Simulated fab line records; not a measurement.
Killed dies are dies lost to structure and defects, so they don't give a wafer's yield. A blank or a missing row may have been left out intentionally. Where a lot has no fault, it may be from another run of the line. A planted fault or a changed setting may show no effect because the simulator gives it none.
Chamber matching -- flow nandHarc -- NHARC_A_STAIRCASE_STRIP_476 on rieDiel-04 has 4 sister chambers
The step strips in O2, time 20 s. 8 wafers are shown with their chamber, then 12 later ones without.

== WAFERS, EACH WITH ITS CHAMBER ==
wafer,chamber,showerheadPlenumPTorr (Torr),drypumpMotorCurrentA (A)
L080.5,2,3.31,5.6
L080.6,1,3.48,6.0
L081.1,3,3.55,6.2
L081.2,0,3.80,6.2
L081.3,1,3.48,6.0
L083.2,0,3.79,6.2
L083.4,3,3.55,6.1
L083.6,2,3.30,5.6

== WAFERS WITHOUT THEIR CHAMBER ==
wafer,showerheadPlenumPTorr (Torr),drypumpMotorCurrentA (A)
L085.4,3.30,5.6
L085.5,3.47,5.9
L085.6,3.79,6.2
L094.1,3.77,6.2
L094.2,3.52,6.2
L094.5,3.29,5.6
L095.2,3.29,5.6
L095.3,3.52,6.1
L095.5,3.77,6.2
L097.3,3.76,6.2
L097.4,3.45,5.9
L097.6,3.76,6.2

== WHICH CHAMBER EACH ONE RAN IN ==
wafer,from the rows above,in truth
L085.4,2,2
L085.5,1,1
L085.6,0,0
L094.1,0,0
L094.2,3,3
L094.5,2,2
L095.2,2,2
L095.3,3,3
L095.5,0,0
L097.3,0,0
L097.4,1,1
L097.6,0,0
Correctly placed: 12 of 12. From these rows, 0 cannot be placed. Number placed wrongly: 0.
How it was worked out, from the rows above alone: a wafer's distance from a chamber is the root of the sum, over the readings, of the square of ((its reading less the chamber's mean) divided by the reading's scatter). The wafer belongs to the nearest chamber; if the next one is less than 2 further off, it can't be placed. The mean given for a chamber averages the wafers shown for that chamber. How the scatter is found: for the shown wafers, subtract from each reading the mean of its chamber, square and add these, divide the total by (wafers less chambers), then take the root.
